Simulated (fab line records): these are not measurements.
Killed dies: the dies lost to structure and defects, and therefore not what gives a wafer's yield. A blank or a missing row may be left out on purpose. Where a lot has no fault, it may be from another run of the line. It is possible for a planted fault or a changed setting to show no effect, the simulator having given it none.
Code-filled problem report in 8D (eight disciplines) form | flow n5-finfet | the parts of the form that need people (team, actions taken, sign-off) are left out

## 1. WHAT WENT WRONG
Mean of overpolish-run-s at N5_BEOL_M8_CMP_52: 6.351 s across 3 wafers in 3 lots; on wafers with no fault it is 6.900 s (standard deviation 0.0092). Measured from the usual mean, that is -60 standard deviations.
The step: polishes, stops on SiCOH lowk, t overpolish 6.9 s, target thk 80 nm.
First observed at day 13 18:58: wafer L602.3, on cmp-02. Wafers with a number at this step in the record: 30, from 11 lots. Rule for "out", or "out of limits": more than 4 standard deviations from the usual mean. Any other wafer with a number is counted as sound.

## 2. WHAT IT IS; WHAT IT IS NOT
question                    | is                                         | is not
which readings at this step | overpolish-run-s, barrier-field-endpoint-s | motor-current-A
which lots                  | L602, L603, L604                           | L586, L591, L592, L594, L595, L606, L607, L609
which wafers of those lots  | L602.3, L603.3, L604.3                     | L602.1, L603.2, L604.1
read on which tools         | cmp-02                                     | cmp-01, cmp-04
when                        | from day 13 18:58                          | up to then (16 sound wafers); but 11 sound wafers of L603, L604, L606, L607, L609 came after

## 3. THE SUSPECTS, EACH WITH WHAT RULES IT OUT
Counting: a tool at a process step up to the reading stays a suspect if it ran every lot that is out. Sound lots after the first of them don't rule it out here, since some wafers of a struck lot are sound.
- pecvd-02 at N5_BEOL_M8_PECVD_70 (deposits SiO2 from TEOS/O2, target thk 20 nm, time 22.7 s): kept. It ran every lot that is out, first L602 (day 13 11:53); its last sound lot up to then is L594 (day 12 03:36).
- cmp-02 at N5_BEOL_M8_CMP_52 (polishes, stops on SiCOH lowk, t overpolish 6.9 s, target thk 80 nm): kept. It ran every lot that is out, first L602 (day 13 18:58); its last sound lot up to then is L594 (day 12 11:43). Its own readings are out on those wafers: barrier-field-endpoint-s, overpolish-run-s.
- Within cmp-02 at N5_BEOL_M8_CMP_52: the wafers that are out ran in chambers 1, 3; their sound lot-mates ran in chambers 0, 2.
After counting, pecvd-02 at N5_BEOL_M8_PECVD_70 and cmp-02 at N5_BEOL_M8_CMP_52 remain.

## 4. THE CAUSE (what the simulator had put in)
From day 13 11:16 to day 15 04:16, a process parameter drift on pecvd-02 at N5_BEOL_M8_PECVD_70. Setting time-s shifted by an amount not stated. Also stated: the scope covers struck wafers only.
This tool is one of the 2 suspects left after counting.

## 5. THE CHAIN OF EFFECTS, in route order
Rows list readings where the struck wafers' mean (over those with a number) sits beyond 3 standard deviations from the usual. Readings are gone through only where the record gives a usual standard deviation; hours: the median, over the lots, of the time from a lot's start at the first step in this table giving one to that lot's start at this step; sigmas: the change measured in usual standard deviations.
hours | step              | reading                  | usual   | on struck wafers | change | sigmas
0     | N5_BEOL_M8_CMP_52 | barrier-field-endpoint-s | 28.9 s  | 40.5             | +11.6  | +20
0     | N5_BEOL_M8_CMP_52 | overpolish-run-s         | 6.900 s | 6.351            | -0.549 | -60
Its process steps:
- N5_BEOL_M8_CMP_52: polishes, stops on SiCOH lowk, t overpolish 6.9 s, target thk 80 nm.

## 6. WHAT WOULD HAVE CAUGHT IT SOONER
8 hours passed between the start of the fault at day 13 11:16 and the first reading out of limits in this record, taken at day 13 18:58.
Tool readings at N5_BEOL_M8_PECVD_70 with a usual standard deviation given in the record: none out on any struck wafer, hence no alarm at a limit of 4 standard deviations on them.
L604, from the lots that are out (3), started N5_BEOL_M8_PECVD_70 on pecvd-02 later than day 13 18:58. A tool hold placed at that time would have kept it from harm.
